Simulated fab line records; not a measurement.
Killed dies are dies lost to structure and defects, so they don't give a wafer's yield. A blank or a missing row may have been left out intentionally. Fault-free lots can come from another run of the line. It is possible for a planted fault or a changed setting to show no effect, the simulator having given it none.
A struck lot beside a sound one :: flow nand-harc :: 16 out of 1302 route steps
Sound: the wafers L582.3, L582.4, L582.6. Wafers struck: L596.1, L596.3, L596.4. The cause is given at the end.
Order at every step that has rows: each side's tool, ch and its chambers, its first start. Under that, the readings that differ: sound wafers :: struck wafers :: difference of the means :: sigmas: that difference in standard deviations of wafers without a fault.
alike: readings with means less than 2 such deviations apart, plus words and numbers identical on both sides. not compared: withheld readings, readings lacking a value on some wafer, bounds such as >300 that could conceal the same value, and numbers that have no deviation in the record and whose values overlap.
The two part at a step that has a row with sigmas, a row that says differs or no value, or rows on one side only. Numbers that have no deviation but don't overlap get no sigmas and don't part them. Lack of a reading on every wafer of one side parts them only where that side has two or more wafers.

first, 1 step without rows for these wafers: NHARC_P_ZERO_WELL_HARDBAKE_25 (time 80 s).
NHARC_P_ZERO_WELL_DESCUM_26: chemistry O2, time 3 s.
  sound on rie-diel-07 ch 1,3, day 3 04:46; struck on rie-diel-07 ch 0,2,3, day 9 00:45
  alike: drypump-motor-current-A, oes-product-au, rf-vpp-V, showerhead-plenum-p-Torr, throttle-valve-pct
  not compared: rf-hours-counter-h
then, 10 steps without rows for these wafers: NHARC_P_ZERO_WELL_IMPLANT_27; NHARC_P_ZERO_WELL_IMPLANT_57; NHARC_P_ZERO_WELL_IMPLANT_58; NHARC_P_ZERO_WELL_STRIP_28 (strips in SPM, time 840 s); NHARC_P_ZERO_WELL_DEHYDRATE_29 (time 120 s); NHARC_P_ZERO_WELL_HMDS_30 (time 30 s); NHARC_P_ZERO_WELL_COAT_31; NHARC_P_ZERO_WELL_SOFTBAKE_32 (time 95 s); NHARC_P_ZERO_WELL_EBR_33; NHARC_P_ZERO_WELL_EXPOSE_34 (exposes mask P PWELL, target cd 720 nm).
NHARC_P_ZERO_WELL_PEB_35: peb time 85 s.
  sound on litho-track-03 ch 0, day 3 06:02; struck on litho-track-07 ch 0, day 9 02:01
reading: heater-power-total-W (W)
sound: 164.14 163.76 164.14
struck: 159.55 159.74 159.40
difference: -4.45
sigmas: -16

reading: plate-temp-C (C)
sound: 117.95 117.92 118.16
struck: 115.60 115.66 115.62
difference: -2.38
sigmas: -17
then, 1 step without rows for these wafers: NHARC_P_ZERO_WELL_DEVELOP_36 (time 70 s).
NHARC_P_ZERO_WELL_CD_MEAS_37: the cd target is 720 nm.
  sound on cd-sem-01 ch 0, day 3 06:08; struck on cd-sem-03 ch 0, day 9 02:06
reading: cd-nm (nm)
sound: 718.6 720.0 720.1
struck: 716.5 715.5 715.5
difference: -3.7
sigmas: -3
then, 1 step without rows for these wafers: NHARC_P_ZERO_WELL_HARDBAKE_38 (time 80 s).

WHERE THEY PART
Earliest at NHARC_P_ZERO_WELL_PEB_35; latest, in this record, at NHARC_P_ZERO_WELL_CD_MEAS_37.

WHY: what had been put in by the simulator
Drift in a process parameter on litho-track-07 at NHARC_P_ZERO_WELL_PEB_35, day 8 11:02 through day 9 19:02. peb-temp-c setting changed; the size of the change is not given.
